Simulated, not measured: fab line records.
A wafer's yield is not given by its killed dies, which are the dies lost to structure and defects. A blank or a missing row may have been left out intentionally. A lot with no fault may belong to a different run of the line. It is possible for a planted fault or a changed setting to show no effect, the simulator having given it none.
Which tool did it? :: flow n5_finfet :: 30 wafers from 10 lots sampled at 5 of the route's 1938 steps

== WHAT THE GAUGES READ, wafer by wafer ==
N5_DUMMY_GATE_CD_MEAS_24: the cd target is 15 nm. Usual: cd_nm 15.0 nm, standard deviation 0.43.
lot: L188
measured: day 3 11:49
on: cd_sem-01
cd_nm (nm): 15.3 14.7 15.2
flag: 

lot: L191
measured: day 4 04:22
on: cd_sem-02
cd_nm (nm): 15.2 14.7 15.6
flag: 

lot: L192
measured: day 4 10:10
on: cd_sem-02
cd_nm (nm): 13.8 15.0 15.5
flag: 

lot: L194
measured: day 4 21:47
on: cd_sem-03
cd_nm (nm): 15.1 14.9 15.7
flag: 

lot: L199
measured: day 6 13:09
on: cd_sem-01
cd_nm (nm): 14.6 14.7 14.9
flag: 

lot: L204
measured: day 7 10:49
on: cd_sem-02
cd_nm (nm): 15.0 15.0 15.0
flag: 

lot: L205
measured: day 7 17:14
on: cd_sem-02
cd_nm (nm): 14.7 14.4 15.1
flag: 

lot: L207
measured: day 8 07:11
on: cd_sem-02
cd_nm (nm): 14.5 15.0 14.9
flag: 

lot: L208
measured: day 8 11:41
on: cd_sem-01
cd_nm (nm): 14.8 14.9 13.9
flag: 

lot: L209
measured: day 9 02:04
on: cd_sem-03
cd_nm (nm): 15.1 14.9 15.2
flag: 

N5_DUMMY_GATE_INSPECT_27: inspects for defects (brightfield). Usual: raw_defect_count 266, standard deviation 68.
lot: L188
measured: day 3 12:26
on: defect_inspect-02
raw_defect_count: 233 178 229
flag: 

lot: L191
measured: day 4 04:38
on: defect_inspect-01
raw_defect_count: 214 220 247
flag: 

lot: L192
measured: day 4 10:26
on: defect_inspect-02
raw_defect_count: 411 187 398
flag: 

lot: L194
measured: day 4 22:11
on: defect_inspect-02
raw_defect_count: 279 276 249
flag: 

lot: L199
measured: day 6 13:31
on: defect_inspect-01
raw_defect_count: 222 335 291
flag: 

lot: L204
measured: day 7 11:08
on: defect_inspect-01
raw_defect_count: 155 370 264
flag: 

lot: L205
measured: day 7 17:38
on: defect_inspect-02
raw_defect_count: 198 246 319
flag: 

lot: L207
measured: day 8 07:28
on: defect_inspect-02
raw_defect_count: 238 196 175
flag: 

lot: L208
measured: day 8 12:05
on: defect_inspect-01
raw_defect_count: 321 258 195
flag: 

lot: L209
measured: day 9 02:25
on: defect_inspect-02
raw_defect_count: 227 189 263
flag: 

N5_BEOL_M4_RC_MEAS_101. Usual: DIBL_N 36.3 mV/V, standard deviation 1.9; DIBL_P 36.0 mV/V, standard deviation 2.1; IOFF_N 0.16 nA/um, standard deviation 0.031; IOFF_P 0.21 nA/um, standard deviation 0.035; ION_N 675 uA/um, standard deviation 14; ION_P 464 uA/um, standard deviation 8.5; SS_N 71.5 mV/dec, standard deviation 0.6; SS_P 73.3 mV/dec, standard deviation 0.72; VT_N 250 mV, standard deviation 3.2; VT_P -250 mV, standard deviation 3.1.
lot: L188
measured: day 8 06:11
on: prober-01
DIBL_N (mV/V): 33.5 37.7 34.6
DIBL_P (mV/V): 31.3 36.1 32.5
IOFF_N (nA/um): 0.11 0.17 0.13
IOFF_P (nA/um): 0.14 0.20 0.15
ION_N (uA/um): 649 662 664
ION_P (uA/um): 443 455 452
SS_N (mV/dec): 70.3 72.0 71.9
SS_P (mV/dec): 72.5 73.5 72.4
VT_N (mV): 254 253 253
VT_P (mV): -258 -252 -256
flag: 

lot: L194
measured: day 9 10:14
on: prober-01
DIBL_N (mV/V): 33.6 36.4 35.0
DIBL_P (mV/V): 31.7 35.0 34.1
IOFF_N (nA/um): 0.10 0.14 0.12
IOFF_P (nA/um): 0.16 0.21 0.20
ION_N (uA/um): 667 675 663
ION_P (uA/um): 464 462 462
SS_N (mV/dec): 70.8 72.4 70.9
SS_P (mV/dec): 71.8 72.9 72.1
VT_N (mV): 257 252 255
VT_P (mV): -254 -248 -249
flag: 

lot: L199
measured: day 14 08:04
on: prober-02
DIBL_N (mV/V): 37.1 37.9 36.8
DIBL_P (mV/V): 36.4 38.7 35.7
IOFF_N (nA/um): 0.16 0.19 0.15
IOFF_P (nA/um): 0.20 0.26 0.21
ION_N (uA/um): 672 674 676
ION_P (uA/um): 461 468 469
SS_N (mV/dec): 72.1 71.9 71.6
SS_P (mV/dec): 73.9 74.0 73.9
VT_N (mV): 255 250 251
VT_P (mV): -252 -248 -250
flag: 

lot: L204
measured: day 13 19:43
on: prober-02
DIBL_N (mV/V): 37.5 39.9 40.5
DIBL_P (mV/V): 35.8 38.6 39.5
IOFF_N (nA/um): 0.16 0.21 0.24
IOFF_P (nA/um): 0.21 0.25 0.27
ION_N (uA/um): 694 683 715
ION_P (uA/um): 471 462 481
SS_N (mV/dec): 71.5 72.6 72.2
SS_P (mV/dec): 74.1 74.0 74.0
VT_N (mV): 249 245 244
VT_P (mV): -249 -247 -245
flag: 

lot: L205
measured: day 14 09:01
on: prober-01
DIBL_N (mV/V): 36.4 36.8 36.2
DIBL_P (mV/V): 36.4 38.3 37.6
IOFF_N (nA/um): 0.18 0.19 0.18
IOFF_P (nA/um): 0.21 0.24 0.25
ION_N (uA/um): 668 685 681
ION_P (uA/um): 460 466 469
SS_N (mV/dec): 72.1 71.9 71.6
SS_P (mV/dec): 73.0 74.0 74.3
VT_N (mV): 249 247 246
VT_P (mV): -249 -248 -246
flag: 

lot: L207
measured: day 13 00:07
on: prober-02
DIBL_N (mV/V): 38.4 35.6 38.0
DIBL_P (mV/V): 36.3 34.7 37.4
IOFF_N (nA/um): 0.17 0.12 0.16
IOFF_P (nA/um): 0.21 0.19 0.22
ION_N (uA/um): 663 668 676
ION_P (uA/um): 453 464 460
SS_N (mV/dec): 72.6 71.1 72.0
SS_P (mV/dec): 73.2 73.2 74.0
VT_N (mV): 250 252 248
VT_P (mV): -250 -251 -246
flag: 

lot: L208
measured: day 14 12:35
on: prober-02
DIBL_N (mV/V): 35.8 34.3 36.3
DIBL_P (mV/V): 36.4 34.6 36.0
IOFF_N (nA/um): 0.15 0.13 0.15
IOFF_P (nA/um): 0.23 0.19 0.21
ION_N (uA/um): 676 673 676
ION_P (uA/um): 469 465 465
SS_N (mV/dec): 72.4 71.7 72.0
SS_P (mV/dec): 73.1 72.1 72.5
VT_N (mV): 251 253 251
VT_P (mV): -249 -250 -249
flag: 

lot: L209
measured: day 15 04:40
on: prober-01
DIBL_N (mV/V): 36.2 36.5 36.9
DIBL_P (mV/V): 36.7 36.7 37.3
IOFF_N (nA/um): 0.15 0.15 0.16
IOFF_P (nA/um): 0.21 0.21 0.21
ION_N (uA/um): 668 668 665
ION_P (uA/um): 460 458 457
SS_N (mV/dec): 71.1 70.7 71.4
SS_P (mV/dec): 73.1 73.2 74.1
VT_N (mV): 250 251 251
VT_P (mV): -249 -248 -250
flag: 

== WHICH TOOL RAN EACH LOT (tool, then ch and the chambers of the sampled wafers, then the start) ==
lot: L188
N5_DUMMY_GATE_HM_OPEN_21: rie_diel-05 ch 2,3, day 3 11:27
N5_SPACER0_ALD_00: ald_sin-03 ch 0,2, day 3 12:37

lot: L191
N5_DUMMY_GATE_HM_OPEN_21: rie_diel-05 ch 1,2,3, day 4 04:00
N5_SPACER0_ALD_00: ald_sin-04 ch 0,2,3, day 4 04:50

lot: L192
N5_DUMMY_GATE_HM_OPEN_21: rie_diel-05 ch 0,2,3, day 4 09:47
N5_SPACER0_ALD_00: ald_sin-02 ch 0,1,3, day 4 10:42

lot: L194
N5_DUMMY_GATE_HM_OPEN_21: rie_diel-05 ch 1,2,3, day 4 21:25
N5_SPACER0_ALD_00: ald_sin-02 ch 0,1,2, day 4 23:29

lot: L199
N5_DUMMY_GATE_HM_OPEN_21: rie_diel-06 ch 0,1,3, day 6 12:47
N5_SPACER0_ALD_00: ald_sin-02 ch 0,1,2, day 6 14:13

lot: L204
N5_DUMMY_GATE_HM_OPEN_21: rie_diel-06 ch 0,2,3, day 7 10:27
N5_SPACER0_ALD_00: ald_sin-02 ch 0,2,3, day 7 11:26

lot: L205
N5_DUMMY_GATE_HM_OPEN_21: rie_diel-06 ch 1,3, day 7 16:53
N5_SPACER0_ALD_00: ald_sin-02 ch 2,3, day 7 17:50

lot: L207
N5_DUMMY_GATE_HM_OPEN_21: rie_diel-01 ch 0,1, day 8 06:49
N5_SPACER0_ALD_00: ald_sin-02 ch 0,2,3, day 8 07:39

lot: L208
N5_DUMMY_GATE_HM_OPEN_21: rie_diel-01 ch 0,1, day 8 11:19
N5_SPACER0_ALD_00: ald_sin-03 ch 1,2,3, day 8 12:16

lot: L209
N5_DUMMY_GATE_HM_OPEN_21: rie_diel-05 ch 0,2,3, day 9 01:42
N5_SPACER0_ALD_00: ald_sin-02 ch 0,1,2, day 9 03:19
- N5_DUMMY_GATE_HM_OPEN_21: chemistry CH3F/O2, target SiNx, target depth 120 nm, time 171.4 s.
- N5_SPACER0_ALD_00: deposits SiOCN, target thk 3.5 nm, pulse time 3 s, purge time 2 s.

== WHAT THE TOOLS THEMSELVES READ (means of the sampled wafers that have a number; where no wafer has one, the mark that the record gives instead) ==
N5_DUMMY_GATE_HM_OPEN_21. Usual: O2_flow_sccm 23.01 sccm, standard deviation 0.068; drypump_motor_current_A 5.7 A, standard deviation 0.69; oes_product_au 0.75 a.u., standard deviation 0.069; rf_vpp_V 300 V, standard deviation 5.8; showerhead_plenum_p_Torr 2.03 Torr, standard deviation 0.072; throttle_valve_pct 16.59 %, standard deviation 0.21.
lot: L188
tool: rie_diel-05
O2_flow_sccm (sccm): 23.04
drypump_motor_current_A (A): 5.0
oes_product_au (a.u.): 0.68
rf_vpp_V (V): 295
showerhead_plenum_p_Torr (Torr): 1.97
throttle_valve_pct (%): 16.69
flag: 

lot: L191
tool: rie_diel-05
O2_flow_sccm (sccm): 22.98
drypump_motor_current_A (A): 5.7
oes_product_au (a.u.): 0.71
rf_vpp_V (V): 295
showerhead_plenum_p_Torr (Torr): 1.99
throttle_valve_pct (%): 16.66
flag: 

lot: L192
tool: rie_diel-05
O2_flow_sccm (sccm): 22.95
drypump_motor_current_A (A): 5.6
oes_product_au (a.u.): 0.70
rf_vpp_V (V): 298
showerhead_plenum_p_Torr (Torr): 1.98
throttle_valve_pct (%): 16.73
flag: 

lot: L194
tool: rie_diel-05
O2_flow_sccm (sccm): 22.93
drypump_motor_current_A (A): 5.6
oes_product_au (a.u.): 0.70
rf_vpp_V (V): 294
showerhead_plenum_p_Torr (Torr): 1.99
throttle_valve_pct (%): 16.66
flag: 

lot: L199
tool: rie_diel-06
O2_flow_sccm (sccm): 23.07
drypump_motor_current_A (A): 5.7
oes_product_au (a.u.): 0.78
rf_vpp_V (V): 297
showerhead_plenum_p_Torr (Torr): 2.05
throttle_valve_pct (%): 16.42
flag: 

lot: L204
tool: rie_diel-06
O2_flow_sccm (sccm): 23.01
drypump_motor_current_A (A): 6.1
oes_product_au (a.u.): 0.84
rf_vpp_V (V): 296
showerhead_plenum_p_Torr (Torr): 2.04
throttle_valve_pct (%): 16.29
flag: 

lot: L205
tool: rie_diel-06
O2_flow_sccm (sccm): 22.95
drypump_motor_current_A (A): 5.5
oes_product_au (a.u.): 0.73
rf_vpp_V (V): 298
showerhead_plenum_p_Torr (Torr): 2.01
throttle_valve_pct (%): 16.59
flag: 

lot: L207
tool: rie_diel-01
O2_flow_sccm (sccm): 23.04
drypump_motor_current_A (A): 5.1
oes_product_au (a.u.): 0.72
rf_vpp_V (V): 305
showerhead_plenum_p_Torr (Torr): 2.09
throttle_valve_pct (%): 16.57
flag: 

lot: L208
tool: rie_diel-01
O2_flow_sccm (sccm): 23.08
drypump_motor_current_A (A): 5.1
oes_product_au (a.u.): 0.71
rf_vpp_V (V): 306
showerhead_plenum_p_Torr (Torr): 2.09
throttle_valve_pct (%): 16.58
flag: 

lot: L209
tool: rie_diel-05
O2_flow_sccm (sccm): 23.01
drypump_motor_current_A (A): 5.6
oes_product_au (a.u.): 0.76
rf_vpp_V (V): 300
showerhead_plenum_p_Torr (Torr): 2.05
throttle_valve_pct (%): 16.64
flag: 

N5_SPACER0_ALD_00. Usual: chamber_pressure_Torr 2.001 Torr, standard deviation 0.0046; heater_power_w 815 W, standard deviation 88; precursor_pulse_height_rel 0.999, standard deviation 0.02.
lot: L188
tool: ald_sin-03
chamber_pressure_Torr (Torr): 2.007
heater_power_w (W): 784
precursor_pulse_height_rel: 0.986
flag: 

lot: L191
tool: ald_sin-04
chamber_pressure_Torr (Torr): -
heater_power_w (W): -
precursor_pulse_height_rel: -
flag: OFF

lot: L192
tool: ald_sin-02
chamber_pressure_Torr (Torr): -
heater_power_w (W): -
precursor_pulse_height_rel: -
flag: OFF

lot: L194
tool: ald_sin-02
chamber_pressure_Torr (Torr): 1.999
heater_power_w (W): 868
precursor_pulse_height_rel: 1.004
flag: 

lot: L199
tool: ald_sin-02
chamber_pressure_Torr (Torr): 1.997
heater_power_w (W): 866
precursor_pulse_height_rel: 0.993
flag: 

lot: L204
tool: ald_sin-02
chamber_pressure_Torr (Torr): 2.000
heater_power_w (W): 832
precursor_pulse_height_rel: 0.994
flag: 

lot: L205
tool: ald_sin-02
chamber_pressure_Torr (Torr): 2.001
heater_power_w (W): 780
precursor_pulse_height_rel: 0.987
flag: 

lot: L207
tool: ald_sin-02
chamber_pressure_Torr (Torr): 2.002
heater_power_w (W): 856
precursor_pulse_height_rel: 1.000
flag: 

lot: L208
tool: ald_sin-03
chamber_pressure_Torr (Torr): 2.000
heater_power_w (W): 751
precursor_pulse_height_rel: 0.982
flag: 

lot: L209
tool: ald_sin-02
chamber_pressure_Torr (Torr): 1.998
heater_power_w (W): 865
precursor_pulse_height_rel: 0.983
flag: 

== THE ANSWER, worked out from the rows above alone ==
Rule: lot off if the mean of its wafers having a number is beyond 3 standard deviations from the usual mean. A lot without any number at a reading at which 4 lots or more have one is off too. Any other lot the step has rows for is counted as sound. Order of review: gauges by route order, followed by the tools' own readings, for which a lot's mean as printed above is used. The first step at which some lot is off is used, and at that step the reading that is off furthest; a lot without a number counts as furthest.
Off: L191, L192 (N5_SPACER0_ALD_00, chamber_pressure_Torr). Without a number there: L191, L192.
If a tool, at that step or one of the process steps before it, ran each lot that is off and ran no sound lot following the first of them, it fits. Of those tried, none fits.

== WHAT HAD BEEN PUT IN BY THE SIMULATOR ==
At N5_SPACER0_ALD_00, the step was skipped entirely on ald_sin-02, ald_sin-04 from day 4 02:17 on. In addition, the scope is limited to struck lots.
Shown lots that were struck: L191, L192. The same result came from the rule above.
